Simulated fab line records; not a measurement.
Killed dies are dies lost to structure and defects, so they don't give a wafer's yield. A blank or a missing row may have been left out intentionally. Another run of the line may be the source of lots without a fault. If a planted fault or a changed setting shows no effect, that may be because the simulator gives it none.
Chamber matching | flow nand harc | NHARC_A_BLC_CMP_25 on cmp-03: 4 sister chambers
The step polishes, t overpolish 30 s, target thk 150 nm. 20 wafers are shown with their chamber, then 10 later ones without.

== EACH WAFER AND ITS CHAMBER ==
wafer  | chamber | motor current A (A) | time to endpoint s (s) | retaining ring pressure frac
L075.4 | 0       | 12.8                | 27.7                   | 0.991
L075.5 | 2       | 10.5                | 29.6                   | 0.995
L075.6 | 3       | 12.5                | 29.1                   | 1.006
L078.2 | 2       | 10.5                | 30.6                   | 1.004
L078.4 | 3       | 12.6                | 28.9                   | 0.996
L078.6 | 1       | 13.1                | 33.2                   | 1.000
L076.1 | 3       | 12.4                | 28.1                   | 1.000
L076.3 | 2       | 10.9                | 28.8                   | 0.994
L076.6 | 2       | 10.9                | 29.3                   | 0.999
L081.1 | 0       | 12.0                | 31.1                   | 1.010
L081.4 | 3       | 12.0                | 30.9                   | 0.999
L081.6 | 3       | 12.4                | 33.0                   | 0.997
L083.3 | 1       | 13.2                | 34.2                   | 0.998
L083.4 | 3       | 12.8                | 30.5                   | 1.003
L083.5 | 2       | 11.2                | 34.1                   | 1.002
L086.1 | 3       | 12.9                | 31.7                   | 0.994
L086.2 | 1       | 13.8                | 31.0                   | 0.998
L086.4 | 0       | 12.9                | 31.0                   | 1.008
L091.1 | 1       | 13.1                | 30.4                   | 0.999
L091.3 | 0       | 12.8                | 30.2                   | 0.994

SIGNATURES (means of the wafers above)
reading                      | chamber 0 | chamber 1 | chamber 2 | chamber 3 | scatter within a chamber
motor current A              | 12.625    | 13.300    | 10.800    | 12.514    | 0.331
time to endpoint s           | 30.000    | 32.200    | 30.480    | 30.314    | 1.82
retaining ring pressure frac | 1.00075   | 0.99875   | 0.99880   | 0.99929   | 0.00536
Rule: distance of a wafer from a chamber = root of the sum over the readings of ((wafer's reading minus chamber's mean) / reading's scatter) squared. If the next closest chamber is less than 2 further off than the closest, the wafer can't be placed; otherwise it belongs to the closest. The scatter is the square root of a quotient: the sum, over the shown wafers, of each reading's squared deviation from its chamber's mean, divided by wafers minus chambers.

== WAFERS WHOSE CHAMBER IS MISSING ==
wafer  | motor current A (A) | time to endpoint s (s) | retaining ring pressure frac
L091.6 | 13.2                | 31.0                   | 1.000
L097.1 | 12.9                | 30.1                   | 0.994
L097.4 | 13.3                | 30.8                   | 0.992
L097.6 | 12.3                | 31.5                   | 1.007
L095.2 | 10.5                | 32.0                   | 1.002
L095.3 | 13.2                | 28.8                   | 1.006
L095.5 | 10.6                | 30.8                   | 0.993
L094.3 | 12.6                | 28.3                   | 0.996
L094.5 | 12.5                | 30.5                   | 0.998
L094.6 | 12.0                | 29.9                   | 1.002

== WHICH CHAMBER EACH WENT THROUGH ==
wafer  | from the rows above          | in truth
L091.6 | can't be placed: 1 or 0 or 3 | 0
L097.1 | can't be placed: 0 or 3 or 1 | 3
L097.4 | can't be placed: 1 or 0 or 3 | 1
L097.6 | can't be placed: 3 or 0 or 1 | 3
L095.2 | 2                            | 2
L095.3 | can't be placed: 0 or 1 or 3 | 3
L095.5 | 2                            | 2
L094.3 | can't be placed: 0 or 3 or 1 | 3
L094.5 | can't be placed: 3 or 0      | 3
L094.6 | can't be placed: 3 or 0      | 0
Correct placement for 2 of the 10. Can't be placed from these rows: 8 (the true chamber is among the candidates in 8). Placed wrongly: 0.
